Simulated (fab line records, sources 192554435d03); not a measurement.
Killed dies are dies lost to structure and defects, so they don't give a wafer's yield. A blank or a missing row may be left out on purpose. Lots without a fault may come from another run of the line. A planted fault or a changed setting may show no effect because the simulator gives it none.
Chamber matching | flow n5_finfet | N5_BEOL_M0_SAQP_MANDREL2_REMOVE_110 on rie_si-05: 4 sister chambers
The step chemistry HBr/Cl2/O2, target a-Si, stops on SiCN, bt time 10 s. 4 wafers are shown with their chamber, then 9 later ones without.

WAFERS WITH THEIR CHAMBER
wafer  | chamber | drypump_motor_current_A (A)
L086.1 | 2       | 5.3
L086.4 | 1       | 5.3
L090.1 | 0       | 5.8
L090.6 | 3       | 6.6

WAFERS WITHOUT THEIR CHAMBER
wafer  | drypump_motor_current_A (A)
L091.4 | 5.3
L091.5 | 5.3
L091.6 | 5.3
L092.1 | 5.3
L092.4 | 6.6
L092.6 | 5.7
L094.2 | 5.3
L094.3 | 5.3
L094.4 | 5.7

WHICH CHAMBER EACH WENT THROUGH
wafer  | from the rows above     | in truth
L091.4 | can't be placed: 1 or 2 | 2
L091.5 | can't be placed: 1 or 2 | 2
L091.6 | can't be placed: 1 or 2 | 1
L092.1 | can't be placed: 1 or 2 | 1
L092.4 | 3                       | 3
L092.6 | 0                       | 0
L094.2 | can't be placed: 1 or 2 | 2
L094.3 | can't be placed: 1 or 2 | 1
L094.4 | 0                       | 0
Placed correctly: 3 of 9. Can't be placed from these rows: 6 (the true chamber is among the candidates in 6). Placed wrongly: 0.
How it was worked out, from the rows above alone: a wafer's distance from a chamber is the root of the sum, over the readings, of the square of ((its reading less the chamber's mean) divided by the reading's scatter). The wafer belongs to the nearest chamber; if the next one is less than 2 further off, it can't be placed. A chamber's mean is the mean of its shown wafers. The scatter: with one shown wafer a chamber, the root of the mean of the squares of how far each hidden wafer lies from its nearest shown one.
